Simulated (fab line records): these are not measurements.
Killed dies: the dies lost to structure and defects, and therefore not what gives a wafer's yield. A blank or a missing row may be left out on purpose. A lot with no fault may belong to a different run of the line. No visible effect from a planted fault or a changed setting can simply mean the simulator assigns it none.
fab line records ; flow n5-finfet
record lots=6; wafers=18; last-day=17
route steps=1938 shown BEOL_M3@992 BEOL_M4@1111 PASSIVATION@1936
lots untouched by any fault: they come from a run of this same line in which no faults occurred
start-h: start of the lot's first displayed wafer, in hours after the record's first day ; wait-h: hours elapsed since this lot's preceding step ; " identical to the entry in the row above ; L1.1+2: several wafers, shown together as one row ; - no value, or no start given ; * or withheld: withheld ; < > ~ a bound
route shown NAME@n: names a module that has steps shown in the file, with the first one's number in the route ; usual: mean/standard deviation taken from wafers without a fault ; same: alike in all rows ; chamber/n: place in a boat ; sites: each site's reading ; _std_site: the values' standard deviation ; _edge_site: mean of outer sites minus mean of inner sites ; radius-mm: for every site, how far away it sits from the centre of the wafer ; mask NAME#n: copy n ; behind: the last tool/chamber to shape the wafer ; hold: why the lot went on hold/how many hours it stayed there/how the hold came to an end ; device: names the non-switching transistor (n, p or np) ; end of line: the same wafers' tests at the end of the route ; a step given without rows: its recipe and nothing more ; killed: not the wafer's yield, but the dies lost to structure and defects at the first sort ; map: shows each die of a wafer: x if killed, . if not, _ if none is there
set.NAME: setting as actually run; set.NAME@STEP: the setting as run at that earlier step ; model.NAME: the simulator's own value behind a step, which no gauge read
lots at some steps of the route; a table a step, a row a wafer
## steps
# step N5_BEOL_M3_SURFACE_TREAT_85
# recipe gas=Ar; time-s=*; ion-energy-ev=*; ion-current-ma-cm2=0.5; pressure-mtorr=*; ar-flow-sccm=30
# usual throttle-valve-pct=*
lot.wafer;tool;chamber;start-h;wait-h;throttle-valve-pct
L223.2;pvd-sputter-01;-;239.77;0.2;*
L223.3;pvd-sputter-01;-;239.77;0.2;*
L223.5;pvd-sputter-01;-;239.77;0.2;*
L222.1;pvd-sputter-01;-;239.81;0.2;*
L222.2;pvd-sputter-01;-;239.81;0.2;*
L222.5;pvd-sputter-01;-;239.81;0.2;*
L224.2;pvd-sputter-01;-;245.41;0.1;*
L224.3;pvd-sputter-01;-;245.41;0.1;*
L224.6;pvd-sputter-01;-;245.41;0.1;*
L225.1;pvd-sputter-02;-;248.19;0.1;*
L225.3;pvd-sputter-02;-;248.19;0.1;*
L225.5;pvd-sputter-02;-;248.19;0.1;*
L228.1;pvd-sputter-01;-;259.75;0.2;*
L228.3;pvd-sputter-01;-;259.75;0.2;*
L228.6;pvd-sputter-01;-;259.75;0.2;*
L232.1;pvd-sputter-02;-;287.94;0.1;*
L232.4;pvd-sputter-02;-;287.94;0.1;*
L232.6;pvd-sputter-02;-;287.94;0.1;*
# step N5_BEOL_M3_CVD_47
# recipe material=Co; target-thk-a=30; temp-c=withheld; precursor=CCTBA/H2; pressure-torr=30; time-s=223.8
# step N5_BEOL_M3_SPUTTER_48
# recipe material=Cu; target-thk-a=45; temp-c=-20; chamber-pressure-pa=0.07; power-w=withheld; time-s=8.29
# step N5_BEOL_M3_ANNEAL_49
# recipe temp-c=400; time-s=240; ambient=vacuum
# usual heater-power-w=841/99
lot.wafer;tool;chamber;start-h;wait-h;heater-power-w
L223.2;pvd-sputter-03;-;240.50;0.0;1051
L223.3;pvd-sputter-03;-;240.50;0.0;951
L223.5;pvd-sputter-03;-;240.50;0.0;929
L222.1;pvd-sputter-01;-;241.95;0.0;740
L222.2;pvd-sputter-01;-;241.95;0.0;727
L222.5;pvd-sputter-01;-;241.95;0.0;750
L224.2;pvd-sputter-01;-;246.04;0.0;711
L224.3;pvd-sputter-01;-;246.04;0.0;927
L224.6;pvd-sputter-01;-;246.04;0.0;763
L225.1;pvd-sputter-02;-;248.51;0.0;780
L225.3;pvd-sputter-02;-;248.51;0.0;724
L225.5;pvd-sputter-02;-;248.51;0.0;715
L228.1;pvd-sputter-01;-;260.39;0.0;739
L228.3;pvd-sputter-01;-;260.39;0.0;900
L228.6;pvd-sputter-01;-;260.39;0.0;717
L232.1;pvd-sputter-03;-;288.31;0.0;815
L232.4;pvd-sputter-03;-;288.31;0.0;833
L232.6;pvd-sputter-03;-;288.31;0.0;819
# step N5_BEOL_M3_SPUTTER_79
# recipe material=Cu; target-thk-a=45; temp-c=-20; chamber-pressure-pa=0.07; power-w=withheld; time-s=8.29
# usual chamber-pressure-pa=0.07002/0.00012; chuck-gas-flow-sccm=1.26/0.053; throttle-valve-pct=30.4/0.79
lot.wafer;tool;chamber;start-h;wait-h;chamber-pressure-pa;chuck-gas-flow-sccm;throttle-valve-pct
L223.2;pvd-sputter-03;-;240.64;0.1;0.06988;1.26;29.6
L223.3;pvd-sputter-03;-;240.64;0.1;0.06991;1.26;30.5
L223.5;pvd-sputter-03;-;240.64;0.1;0.07012;1.21;30.3
L222.1;pvd-sputter-01;-;242.09;0.1;0.07022;1.34;30.7
L222.2;pvd-sputter-01;-;242.09;0.1;0.07;1.27;30.7
L222.5;pvd-sputter-01;-;242.09;0.1;0.07025;1.24;30.5
L224.2;pvd-sputter-01;-;246.18;0.1;0.06983;1.34;30.4
L224.3;pvd-sputter-01;-;246.18;0.1;0.07006;1.22;30.0
L224.6;pvd-sputter-01;-;246.18;0.1;0.07021;1.23;30.8
L225.1;pvd-sputter-02;-;248.65;0.1;0.07009;1.19;31.2
L225.3;pvd-sputter-02;-;248.65;0.1;0.06973;1.27;29.7
L225.5;pvd-sputter-02;-;248.65;0.1;0.06994;1.32;29.6
L228.1;pvd-sputter-01;-;260.53;0.1;0.06999;1.30;30.5
L228.3;pvd-sputter-01;-;260.53;0.1;0.07006;1.17;29.6
L228.6;pvd-sputter-01;-;260.53;0.1;0.07017;1.30;30.1
L232.1;pvd-sputter-03;-;288.45;0.1;0.07012;1.24;30.7
L232.4;pvd-sputter-03;-;288.45;0.1;0.07;1.28;30.7
L232.6;pvd-sputter-03;-;288.45;0.1;0.06998;1.18;31.0
# step N5_BEOL_M3_ANNEAL_80
# recipe temp-c=400; time-s=240; ambient=vacuum
# step N5_BEOL_M3_SPUTTER_81
# recipe material=Cu; target-thk-a=45; temp-c=-20; chamber-pressure-pa=0.07; power-w=withheld; time-s=8.29
# step N5_BEOL_M3_ANNEAL_82
# recipe temp-c=400; time-s=240; ambient=vacuum
# step N5_BEOL_M3_SPUTTER_86
# recipe material=Cu; target-thk-a=45; temp-c=-20; chamber-pressure-pa=0.07; power-w=withheld; time-s=8.29
# step N5_BEOL_M3_ANNEAL_87
# recipe temp-c=400; time-s=240; ambient=vacuum
# usual heater-power-w=841/98
lot.wafer;tool;chamber;start-h;wait-h;heater-power-w
L223.2;pvd-sputter-03;-;241.16;0.0;1042
L223.3;pvd-sputter-03;-;241.16;0.0;948
L223.5;pvd-sputter-03;-;241.16;0.0;953
L222.1;pvd-sputter-01;-;242.61;0.0;745
L222.2;pvd-sputter-01;-;242.61;0.0;702
L222.5;pvd-sputter-01;-;242.61;0.0;750
L224.2;pvd-sputter-01;-;246.70;0.0;719
L224.3;pvd-sputter-01;-;246.70;0.0;926
L224.6;pvd-sputter-01;-;246.70;0.0;747
L225.1;pvd-sputter-02;-;249.17;0.0;812
L225.3;pvd-sputter-02;-;249.17;0.0;723
L225.5;pvd-sputter-02;-;249.17;0.0;716
L228.1;pvd-sputter-01;-;261.05;0.0;753
L228.3;pvd-sputter-01;-;261.05;0.0;930
L228.6;pvd-sputter-01;-;261.05;0.0;704
L232.1;pvd-sputter-03;-;288.97;0.0;845
L232.4;pvd-sputter-03;-;288.97;0.0;848
L232.6;pvd-sputter-03;-;288.97;0.0;831
# step N5_BEOL_M3_SPUTTER_88
# recipe material=Cu; target-thk-a=45; temp-c=-20; chamber-pressure-pa=0.07; power-w=withheld; time-s=8.29
# step N5_BEOL_M3_ANNEAL_89
# recipe temp-c=400; time-s=240; ambient=vacuum
# step N5_BEOL_M3_SPUTTER_90
# recipe material=Cu; target-thk-a=45; temp-c=-20; chamber-pressure-pa=0.07; power-w=withheld; time-s=8.29
# usual chamber-pressure-pa=0.06999/0.00015; chuck-gas-flow-sccm=1.26/0.053; throttle-valve-pct=30.4/0.75
lot.wafer;tool;chamber;start-h;wait-h;chamber-pressure-pa;chuck-gas-flow-sccm;throttle-valve-pct
L223.2;pvd-sputter-03;-;241.52;0.1;0.06992;1.23;29.6
L223.3;pvd-sputter-03;-;241.52;0.1;0.06998;1.31;30.7
L223.5;pvd-sputter-03;-;241.52;0.1;0.07;1.30;30.5
L222.1;pvd-sputter-01;-;242.97;0.1;-;-;-
L222.2;pvd-sputter-01;-;242.97;0.1;-;-;-
L222.5;pvd-sputter-01;-;242.97;0.1;-;-;-
L224.2;pvd-sputter-01;-;247.06;0.1;-;-;-
L224.3;pvd-sputter-01;-;247.06;0.1;-;-;-
L224.6;pvd-sputter-01;-;247.06;0.1;-;-;-
L225.1;pvd-sputter-02;-;249.53;0.1;0.06985;1.32;30.9
L225.3;pvd-sputter-02;-;249.53;0.1;0.06981;1.32;29.6
L225.5;pvd-sputter-02;-;249.53;0.1;0.07005;1.25;29.4
L228.1;pvd-sputter-01;-;261.41;0.1;0.06994;1.14;30.6
L228.3;pvd-sputter-01;-;261.41;0.1;0.07023;1.37;29.7
L228.6;pvd-sputter-01;-;261.41;0.1;0.06997;1.27;30.5
L232.1;pvd-sputter-03;-;289.33;0.1;0.06978;1.24;30.6
L232.4;pvd-sputter-03;-;289.33;0.1;0.07003;1.30;30.6
L232.6;pvd-sputter-03;-;289.33;0.1;0.0701;1.23;30.9
# step N5_BEOL_M3_ANNEAL_91
# recipe temp-c=400; time-s=240; ambient=vacuum
# usual heater-power-w=842/99
lot.wafer;tool;chamber;start-h;wait-h;heater-power-w
L223.2;pvd-sputter-03;-;241.60;0.0;1018
L223.3;pvd-sputter-03;-;241.60;0.0;940
L223.5;pvd-sputter-03;-;241.60;0.0;919
L222.1;pvd-sputter-01;-;243.05;0.0;751
L222.2;pvd-sputter-01;-;243.05;0.0;742
L222.5;pvd-sputter-01;-;243.05;0.0;743
L224.2;pvd-sputter-01;-;247.14;0.0;710
L224.3;pvd-sputter-01;-;247.14;0.0;939
L224.6;pvd-sputter-01;-;247.14;0.0;732
L225.1;pvd-sputter-02;-;249.61;0.0;799
L225.3;pvd-sputter-02;-;249.61;0.0;705
L225.5;pvd-sputter-02;-;249.61;0.0;717
L228.1;pvd-sputter-01;-;261.49;0.0;734
L228.3;pvd-sputter-01;-;261.49;0.0;926
L228.6;pvd-sputter-01;-;261.49;0.0;719
L232.1;pvd-sputter-03;-;289.41;0.0;833
L232.4;pvd-sputter-03;-;289.41;0.0;809
L232.6;pvd-sputter-03;-;289.41;0.0;815
# step N5_BEOL_M4_RC_MEAS_101
# usual DIBL_N=36.2/2; DIBL_P=36.1/2.4; IOFF_N=0.16/0.035; IOFF_P=0.22/0.041; ION_N=675/14; ION_P=465/8.6; SS_N=71.5/0.64; SS_P=73.2/0.76; VT_N=250/3.9; VT_P=-249/3.4
lot.wafer;tool;chamber;start-h;wait-h;DIBL_N[mV/V];DIBL_P[mV/V];IOFF_N[nA/um];IOFF_P[nA/um];ION_N[uA/um];ION_P[uA/um];SS_N[mV/dec];SS_P[mV/dec];VT_N[mV];VT_P[mV]
L223.2;prober-01;0;256.02;0.2;36.8;37.7;0.16;0.23;687;467;72.1;73.8;248;-248
L223.3;prober-01;0;256.02;0.2;40.6;41.0;0.24;0.29;693;469;72.9;73.8;243;-247
L223.5;prober-01;0;256.02;0.2;39.8;40.7;0.21;0.27;682;468;72.6;74.4;248;-247
L222.1;prober-02;0;256.48;0.0;35.1;37.2;0.15;0.26;678;483;71.3;73.0;252;-242
L222.2;prober-02;0;256.48;0.0;36.7;38.3;0.19;0.28;698;484;72.2;73.4;247;-244
L222.5;prober-02;0;256.48;0.0;33.9;35.8;0.14;0.23;685;479;70.9;72.3;251;-248
L224.2;prober-01;0;262.41;0.2;37.3;35.4;0.16;0.21;664;455;71.4;73.5;249;-248
L224.3;prober-01;0;262.41;0.2;34.5;33.3;0.13;0.19;674;474;71.1;72.5;249;-247
L224.6;prober-01;0;262.41;0.2;36.0;34.2;0.14;0.19;682;467;70.9;73.3;250;-250
L225.1;prober-02;0;264.19;0.0;36.1;36.4;0.16;0.22;680;467;71.8;72.4;249;-249
L225.3;prober-02;0;264.19;0.0;38.4;39.1;0.21;0.26;705;477;72.2;74.0;245;-246
L225.5;prober-02;0;264.19;0.0;40.5;41.2;0.26;0.30;701;474;73.4;74.6;243;-246
L228.1;prober-01;0;272.10;0.0;37.8;38.8;0.19;0.21;702;466;72.2;73.8;248;-250
L228.3;prober-01;0;272.10;0.0;34.4;37.1;0.13;0.19;667;464;71.2;73.7;253;-252
L228.6;prober-01;0;272.10;0.0;36.9;39.0;0.17;0.21;683;467;71.8;73.8;250;-253
L232.1;prober-01;0;298.57;0.0;35.0;34.5;0.13;0.20;660;465;70.9;73.2;251;-249
L232.4;prober-01;0;298.57;0.0;36.9;35.5;0.16;0.20;672;459;71.8;74.1;248;-250
L232.6;prober-01;0;298.57;0.0;36.2;34.7;0.14;0.18;671;457;71.6;73.4;252;-255
# step N5_PASSIVATION_PROBE_49
# usual defect-limited-yield=91.1/1.4; killed_at_M0_to_M3=36/9.9; killed_at_M4_up=13/5.8; killed-at-contacts=14/5.9; killed-at-front-end=39/11; killed-at-other=3.4/2.9; killed-dies=105/17; killed-on-rim=15/3.9; killed-open=70/13; killed-short=34/7.3; sort_bin_5_function=5.3/1; sort_bin_6_memory=3.3/0.62; sort-n-pass=1075/17; sort-yield-pct=91.1/1.4
# same gross-dies=1180; killed-at-back-side=0; sort_bin_4_leakage[%]=0; sort_bin_8_speed[%]=0
lot.wafer;tool;chamber;start-h;wait-h;defect-limited-yield[%];killed_at_M0_to_M3;killed_at_M4_up;killed-at-contacts;killed-at-front-end;killed-at-other;killed-dies;killed-on-rim;killed-open;killed-short;sort_bin_5_function[%];sort_bin_6_memory[%];sort-n-pass;sort-yield-pct[%]
L223.2;prober-02;-;353.28;0.1;90.0;55;5;17;38;3;118;10;78;38;5.5;4.3;1062;90.0
L223.3;prober-02;-;353.33;0.2;90.2;46;17;16;37;0;116;9;79;36;6.5;3.0;1064;90.2
L223.5;prober-02;-;353.43;0.3;90.4;38;17;23;34;1;113;14;70;41;5.4;4.1;1067;90.4
L222.1;prober-02;-;355.09;0.0;90.3;35;14;7;58;1;115;24;61;46;5.9;3.2;1065;90.3
L222.2;prober-02;-;355.14;0.1;89.9;42;14;19;42;2;119;17;75;36;5.9;3.9;1061;89.9
L222.5;prober-02;-;355.29;0.2;91.9;47;5;7;36;1;96;11;60;31;5.3;2.7;1084;91.9
L225.1;prober-01;-;363.18;0.0;92.9;28;6;8;34;8;84;11;56;28;4.2;2.7;1096;92.9
L225.3;prober-01;-;363.28;0.1;89.6;47;5;17;51;3;123;17;86;37;6.0;4.1;1057;89.6
L225.5;prober-01;-;363.38;0.2;93.5;24;8;14;30;1;77;5;54;23;4.0;2.2;1103;93.5
L224.2;prober-02;-;384.63;0.1;91.4;34;13;19;35;0;101;15;66;29;4.7;3.6;1079;91.4
L224.3;prober-02;-;384.68;0.1;93.3;24;8;13;32;2;79;14;54;20;4.4;2.2;1101;93.3
L224.6;prober-02;-;384.83;0.3;92.4;37;11;9;28;5;90;15;56;27;4.6;2.8;1090;92.4
L228.1;prober-01;-;390.65;0.0;92.5;38;9;3;37;2;89;9;53;34;4.6;2.6;1091;92.5
L228.3;prober-01;-;390.75;0.1;91.0;31;15;8;51;1;106;6;62;43;5.7;2.8;1074;91.0
L228.6;prober-01;-;390.90;0.3;90.2;32;13;11;59;1;116;15;75;41;5.6;3.6;1064;90.2
L232.1;prober-02;-;404.74;0.0;92.4;28;3;21;35;3;90;15;59;29;5.2;2.4;1090;92.4
L232.4;prober-02;-;404.89;0.2;91.7;32;7;11;45;3;98;15;56;42;5.1;2.8;1082;91.7
L232.6;prober-02;-;404.99;0.3;90.6;24;24;26;33;4;111;12;79;30;5.9;3.2;1069;90.6
# killed by level:class
L223.2 BEOL_M3:geometric-particle:open=13 FIN_SAQP:geometric-particle:open=11 BEOL_M1:geometric-particle:open=11 FIN_SAQP:geometric-particle:short=10 MOL_CONTACT_COAG:geometric-particle:open=10 MOL_CONTACT_COAG:geometric-particle:short=7 BEOL_M0_SAQP:geometric-particle:open=7 BEOL_M0_SAQP:geometric-particle:short=7
L223.3 MOL_CONTACT_COAG:geometric-particle:open=14 BEOL_M0_SAQP:geometric-particle:open=13 FIN_SAQP:geometric-particle:open=10 BEOL_M0_SAQP:geometric-particle:short=7 BEOL_M2:geometric-particle:open=6 BEOL_M3:geometric-particle:open=6 FIN_SAQP:geometric-particle:short=5 STI_FIN_REVEAL:geometric-particle:open=5
L223.5 MOL_CONTACT_COAG:geometric-particle:open=16 BEOL_M0_SAQP:geometric-particle:short=11 FIN_SAQP:geometric-particle:open=9 MOL_CONTACT_COAG:geometric-particle:short=7 BEOL_M0:geometric-particle:open=7 BEOL_M1:geometric-particle:open=6 FIN_SAQP:geometric-particle:short=5 BEOL_M2:geometric-particle:open=5
L222.1 STI_FIN_REVEAL:geometric-particle:open=12 GATE_CUT:geometric-particle:short=12 FIN_SAQP:geometric-particle:open=11 BEOL_M0_SAQP:geometric-particle:short=11 BEOL_M0_SAQP:geometric-particle:open=11 BEOL_M3:interface-void-opened=8 BEOL_M4:geometric-particle:open=8 MOL_CONTACT_COAG:geometric-particle:open=7
L222.2 BEOL_M0_SAQP:geometric-particle:open=15 MOL_CONTACT_COAG:geometric-particle:open=13 STI_FIN_REVEAL:geometric-particle:open=12 BEOL_M0_SAQP:geometric-particle:short=11 BEOL_M3:interface-void-opened=8 BEOL_M3:geometric-particle:open=7 FIN_SAQP:geometric-particle:open=6 GATE_CUT:geometric-particle:open=6
L222.5 BEOL_M0_SAQP:geometric-particle:short=16 STI_FIN_REVEAL:geometric-particle:open=13 BEOL_M3:geometric-particle:open=11 BEOL_M0_SAQP:geometric-particle:open=8 MOL_CONTACT_COAG:geometric-particle:open=7 GATE_CUT:geometric-particle:short=6 BEOL_M3:interface-void-opened=5 FIN_SAQP:geometric-particle:open=4
L225.1 BEOL_M2:geometric-particle:open=12 STI_FIN_REVEAL:geometric-particle:open=5 DUMMY_GATE:geometric-particle:open=5 MOL_CONTACT_COAG:geometric-particle:open=5 BEOL_M0_SAQP:geometric-particle:open=5 BEOL_M1:geometric-particle:open=5 ILD0:geometric-particle:short=4 STARTING-WAFER:geometric-particle:open=4
L225.3 MOL_CONTACT_COAG:geometric-particle:open=15 STI_FIN_REVEAL:geometric-particle:open=14 BEOL_M0_SAQP:geometric-particle:open=12 BEOL_M0_SAQP:geometric-particle:short=12 DUMMY_GATE:geometric-particle:open=9 FIN_SAQP:geometric-particle:open=7 BEOL_M2:geometric-particle:open=6 BEOL_M0:geometric-particle:open=5
L225.5 MOL_CONTACT_COAG:geometric-particle:open=12 FIN_SAQP:geometric-particle:short=6 BEOL_M0_SAQP:geometric-particle:open=6 BEOL_M1:geometric-particle:open=6 STI_FIN_REVEAL:geometric-particle:open=5 BEOL_M0_SAQP:geometric-particle:short=5 FIN_SAQP:geometric-particle:open=4 DUMMY_GATE:geometric-particle:open=3
L224.2 MOL_CONTACT_COAG:geometric-particle:open=17 FIN_SAQP:geometric-particle:open=9 BEOL_M0_SAQP:geometric-particle:short=9 BEOL_M0_SAQP:geometric-particle:open=9 FIN_SAQP:geometric-particle:short=6 BEOL_M2:geometric-particle:open=6 BEOL_M3:interface-void-opened=4 BEOL_M3:geometric-particle:open=4
L224.3 MOL_CONTACT_COAG:geometric-particle:open=10 FIN_SAQP:geometric-particle:open=8 DUMMY_GATE:geometric-particle:open=5 BEOL_M0_SAQP:geometric-particle:open=5 BEOL_M0_SAQP:geometric-particle:short=5 STI_FIN_REVEAL:geometric-particle:open=4 FIN_SAQP:geometric-particle:short=3 MOL_CONTACT_COAG:geometric-particle:short=3
L224.6 DUMMY_GATE:geometric-particle:open=8 MOL_CONTACT_COAG:geometric-particle:open=8 BEOL_M0_SAQP:geometric-particle:short=8 BEOL_M0_SAQP:geometric-particle:open=7 BEOL_M2:geometric-particle:open=7 BEOL_M3:interface-void-opened=6 ILD0:geometric-particle:open=5 BEOL_M2:geometric-particle:short=4
L228.1 BEOL_M0_SAQP:geometric-particle:open=13 FIN_SAQP:geometric-particle:short=9 DUMMY_GATE:geometric-particle:open=7 BEOL_M1:geometric-particle:open=7 BEOL_M0_SAQP:geometric-particle:short=6 FIN_SAQP:geometric-particle:open=5 STI_FIN_REVEAL:geometric-particle:open=5 BEOL_M2:geometric-particle:open=5
L228.3 FIN_SAQP:geometric-particle:short=14 STI_FIN_REVEAL:geometric-particle:open=10 MOL_CONTACT_COAG:geometric-particle:open=8 BEOL_M0_SAQP:geometric-particle:short=8 DUMMY_GATE:geometric-particle:open=6 BEOL_M1:geometric-particle:open=6 FIN_SAQP:geometric-particle:open=5 GATE_CUT:geometric-particle:short=5
L228.6 STI_FIN_REVEAL:geometric-particle:open=13 BEOL_M1:geometric-particle:open=10 FIN_SAQP:geometric-particle:short=8 MOL_CONTACT_COAG:geometric-particle:open=8 FIN_SAQP:geometric-particle:open=7 GATE_CUT:geometric-particle:open=7 BEOL_M0_SAQP:geometric-particle:open=7 GATE_CUT:geometric-particle:short=5
L232.1 MOL_CONTACT_COAG:geometric-particle:open=19 BEOL_M0_SAQP:geometric-particle:short=11 FIN_SAQP:geometric-particle:short=8 STI_FIN_REVEAL:geometric-particle:open=6 BEOL_M0_SAQP:geometric-particle:open=6 FIN_SAQP:geometric-particle:open=5 DUMMY_GATE:geometric-particle:open=5 GATE_CUT:geometric-particle:short=3
L232.4 FIN_SAQP:geometric-particle:short=14 FIN_SAQP:geometric-particle:open=12 MOL_CONTACT_COAG:geometric-particle:open=8 BEOL_M0_SAQP:geometric-particle:open=8 BEOL_M0_SAQP:geometric-particle:short=6 STI_FIN_REVEAL:geometric-particle:open=5 BEOL_M3:geometric-particle:short=5 BEOL_M3:geometric-particle:open=4
L232.6 MOL_CONTACT_COAG:geometric-particle:open=21 STI_FIN_REVEAL:geometric-particle:open=11 FIN_SAQP:geometric-particle:open=6 BEOL_M5:geometric-particle:open=6 FIN_SAQP:geometric-particle:short=5 MOL_CONTACT_COAG:geometric-particle:short=5 BEOL_M2:geometric-particle:open=5 BEOL_M4:geometric-particle:open=5
## key
first-sign step=N5_BEOL_M3_SPUTTER_90; reading=tool-record; direction=missing
effect none on later readings
met-at N5_BEOL_M3_SPUTTER_90
struck-wafers L222.1,L222.2,L222.5,L224.2,L224.3,L224.6
fault kind=skipped-step-whole; tool=pvd-sputter-01; chamber=-; onset-h=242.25; steps=N5_BEOL_M3_SPUTTER_90; scope=struck-lots-only
